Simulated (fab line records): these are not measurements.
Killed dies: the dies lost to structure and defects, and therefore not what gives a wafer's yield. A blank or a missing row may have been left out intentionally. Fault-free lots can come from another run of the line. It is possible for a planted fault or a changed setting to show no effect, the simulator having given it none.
A sampling plan put to the test -- flow nandHarc -- one fab line, 21 faults that these records tell of, each judged on the records of the lots that it struck
The line's own looks make up the plan; these are the steps of the route where a gauge or inspection reads the wafer and leaves it unchanged. A look is open to judgement when struck wafers have a number at it and the file gives its usual mean and standard deviation on fault-free wafers. Caught: a look later than the fault's first step finds the struck wafers' mean 4 or more of those standard deviations (sigma) from the usual mean. On the tool: here the same test is run on the tool's own readings at the fault's steps. If the struck wafers alone have a blank record, or they carry another recipe, that too counts as caught.

THE FAULTS, as the simulator had put them in
1. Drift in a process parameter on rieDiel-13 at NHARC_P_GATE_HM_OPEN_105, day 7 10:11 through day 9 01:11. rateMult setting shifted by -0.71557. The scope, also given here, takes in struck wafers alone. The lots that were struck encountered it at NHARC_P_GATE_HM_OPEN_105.
2. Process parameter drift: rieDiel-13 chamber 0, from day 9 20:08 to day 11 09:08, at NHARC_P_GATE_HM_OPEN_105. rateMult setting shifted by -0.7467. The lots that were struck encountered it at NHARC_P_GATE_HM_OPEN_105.
3. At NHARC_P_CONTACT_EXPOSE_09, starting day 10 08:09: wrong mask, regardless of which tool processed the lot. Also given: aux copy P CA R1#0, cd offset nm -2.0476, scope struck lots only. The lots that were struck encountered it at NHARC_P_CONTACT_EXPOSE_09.
4. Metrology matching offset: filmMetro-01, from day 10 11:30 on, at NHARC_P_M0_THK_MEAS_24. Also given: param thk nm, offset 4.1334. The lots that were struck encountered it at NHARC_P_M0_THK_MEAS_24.
5. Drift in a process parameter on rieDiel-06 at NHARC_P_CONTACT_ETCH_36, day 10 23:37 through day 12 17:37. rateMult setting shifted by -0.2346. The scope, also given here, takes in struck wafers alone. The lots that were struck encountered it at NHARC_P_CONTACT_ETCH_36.
6. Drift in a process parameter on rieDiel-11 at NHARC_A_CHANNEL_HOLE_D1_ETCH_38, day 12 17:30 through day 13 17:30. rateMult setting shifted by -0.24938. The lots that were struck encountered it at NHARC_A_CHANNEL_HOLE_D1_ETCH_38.
7. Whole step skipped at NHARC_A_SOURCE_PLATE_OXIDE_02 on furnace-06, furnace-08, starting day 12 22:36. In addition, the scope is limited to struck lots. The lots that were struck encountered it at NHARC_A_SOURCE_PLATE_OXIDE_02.
8. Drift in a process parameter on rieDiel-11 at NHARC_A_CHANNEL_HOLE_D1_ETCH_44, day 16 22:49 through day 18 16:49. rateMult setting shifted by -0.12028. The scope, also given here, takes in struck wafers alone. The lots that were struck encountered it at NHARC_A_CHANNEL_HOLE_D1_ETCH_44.
9. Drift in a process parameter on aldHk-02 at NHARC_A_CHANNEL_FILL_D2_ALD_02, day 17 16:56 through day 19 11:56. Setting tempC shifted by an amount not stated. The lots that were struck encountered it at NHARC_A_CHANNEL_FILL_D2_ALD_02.
10. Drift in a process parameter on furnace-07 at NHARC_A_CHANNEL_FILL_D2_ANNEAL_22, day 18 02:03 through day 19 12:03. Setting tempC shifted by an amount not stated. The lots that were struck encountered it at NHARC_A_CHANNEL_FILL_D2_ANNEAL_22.
11. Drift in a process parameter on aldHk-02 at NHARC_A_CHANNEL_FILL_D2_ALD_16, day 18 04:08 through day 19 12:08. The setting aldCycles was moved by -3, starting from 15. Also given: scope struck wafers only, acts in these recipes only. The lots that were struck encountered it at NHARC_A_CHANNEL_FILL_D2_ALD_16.
12. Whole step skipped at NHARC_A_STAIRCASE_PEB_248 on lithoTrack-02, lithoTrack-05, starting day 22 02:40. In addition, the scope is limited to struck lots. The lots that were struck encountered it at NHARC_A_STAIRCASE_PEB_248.
13. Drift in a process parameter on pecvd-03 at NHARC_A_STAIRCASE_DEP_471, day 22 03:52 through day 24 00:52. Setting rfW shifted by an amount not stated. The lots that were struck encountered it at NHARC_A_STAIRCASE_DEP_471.
14. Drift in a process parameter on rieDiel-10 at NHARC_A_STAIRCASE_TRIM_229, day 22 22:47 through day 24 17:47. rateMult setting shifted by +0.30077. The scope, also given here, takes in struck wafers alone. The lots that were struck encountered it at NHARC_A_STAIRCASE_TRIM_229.
15. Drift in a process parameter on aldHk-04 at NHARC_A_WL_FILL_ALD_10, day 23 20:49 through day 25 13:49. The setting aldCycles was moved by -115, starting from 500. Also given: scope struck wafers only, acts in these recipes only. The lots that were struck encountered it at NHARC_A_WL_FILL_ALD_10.
16. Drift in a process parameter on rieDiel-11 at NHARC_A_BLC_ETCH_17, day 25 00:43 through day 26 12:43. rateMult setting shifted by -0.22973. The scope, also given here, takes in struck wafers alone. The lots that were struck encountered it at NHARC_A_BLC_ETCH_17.
17. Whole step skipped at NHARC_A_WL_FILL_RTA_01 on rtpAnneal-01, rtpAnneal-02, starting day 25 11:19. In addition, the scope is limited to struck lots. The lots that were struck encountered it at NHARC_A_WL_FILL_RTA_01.
18. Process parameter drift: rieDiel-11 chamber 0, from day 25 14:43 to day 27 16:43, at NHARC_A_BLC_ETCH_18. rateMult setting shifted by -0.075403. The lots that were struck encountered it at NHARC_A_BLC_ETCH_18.
19. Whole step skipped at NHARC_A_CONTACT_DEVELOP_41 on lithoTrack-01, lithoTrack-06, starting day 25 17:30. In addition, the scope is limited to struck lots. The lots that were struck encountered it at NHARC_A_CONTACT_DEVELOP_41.
20. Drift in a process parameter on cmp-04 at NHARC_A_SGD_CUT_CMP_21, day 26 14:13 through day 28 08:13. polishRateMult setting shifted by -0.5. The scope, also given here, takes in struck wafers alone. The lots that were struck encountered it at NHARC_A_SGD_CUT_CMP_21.
21. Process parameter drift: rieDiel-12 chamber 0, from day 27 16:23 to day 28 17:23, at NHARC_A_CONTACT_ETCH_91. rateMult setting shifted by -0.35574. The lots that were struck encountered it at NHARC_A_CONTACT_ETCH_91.

WHAT THE PLAN SAW
fault,on the tool itself,first look that catches it,"reading, sigma",median hours from its first step to that look,hours from the fault's start to the first struck lot there,judged looks passed uncaught
1,oesProductAu -37 sigma,NHARC_END_SORT_01,killedAtPeriphery +99 or beyond,462.9,465,0
2,oesProductAu -38 sigma,NHARC_END_SORT_01,killedAtPeriphery +99 or beyond,462.0,456,1
3,under 2 sigma,no look after it can be judged,-,-,-,0
4,only faintly: thkNm +2.5 sigma,not the one look that can be judged after it,-,-,-,1
5,oesProductAu -11 sigma,NHARC_END_SORT_01,killedAtPeriphery +99 or beyond,439.4,461,0
6,oesProductAu -11 sigma,none of the 2 looks that can be judged after it,-,-,-,2
7,the tool's record is blank for the struck wafers,not the one look that can be judged after it,-,-,-,1
8,oesProductAu -6.1 sigma,NHARC_END_SORT_01,killedAtArray +35,380.2,391,0
9,susceptorTempC -43 sigma,not the one look that can be judged after it,-,-,-,1
10,tubeCenterTempC +99 or beyond sigma,not the one look that can be judged after it,-,-,-,1
11,under 2 sigma,no look after it can be judged,-,-,-,0
12,the tool's record is blank for the struck wafers,no look after it can be judged,-,-,-,0
13,rfFwdPowerW -58 sigma,not the one look that can be judged after it,-,-,-,1
14,oesProductAu +13 sigma,NHARC_END_SORT_01,killedDies +28,213.1,241,0
15,under 2 sigma,not the one look that can be judged after it,-,-,-,1
16,oesProductAu -11 sigma,NHARC_END_SORT_01,killedAtArray +30,47.1,51,0
17,the tool's record is blank for the struck wafers,no look after it can be judged,-,-,-,0
18,under 2 sigma,NHARC_END_SORT_01,killedAtArray +4.9,46.2,56,0
19,the tool's record is blank for the struck wafers,no look after it can be judged,-,-,-,0
20,timeToEndpointS +15 sigma,not the one look that can be judged after it,-,-,-,1
21,oesProductAu -5.8 sigma,not the one look that can be judged after it,-,-,-,1
A dash: the fault isn't caught, or these records don't give the number.

Caught at a look: 7 of 21. Caught on the tool: 16 of 21. By one or the other: 17 of 21.
On the tool alone, faults 6, 7, 9, 10, 12, 13, 17, 19, 20, 21 were caught.
Caught at a look alone: fault 18.
Caught by neither: faults 3, 4, 11, 15.

THINNER SAMPLING
In the worst case, this is how late the first struck lot would be measured if the look that catches a fault measured only every second or every third lot, by lot number:
fault,"struck lots at that look, in order of time",every lot,every second lot,every third lot
1,L768,465 h,may miss it,may miss it
2,"L318, L319",456 h,495 h,may miss all 2
5,"L881, L880, L882",461 h,462 h,480 h
8,"L853, L854, L855",391 h,394 h,400 h
14,"L127, L130",241 h,250 h,may miss all 2
16,"L205, L207, L208",51 h,70 h,may miss all 3
18,"L369, L372, L373",56 h,77 h,may miss all 3
Hours: fault start to first struck lot measured. The limit of 4 sigma was tested on all struck wafers together, so one lot alone may lie under it. Other struck lots may not be in these records.

THE LONGEST TIMED WAY FROM STEP TO LOOK
For fault 1, NHARC_P_GATE_HM_OPEN_105 and NHARC_END_SORT_01 are separated by a median of 462.9 hours. No look between them can be judged.
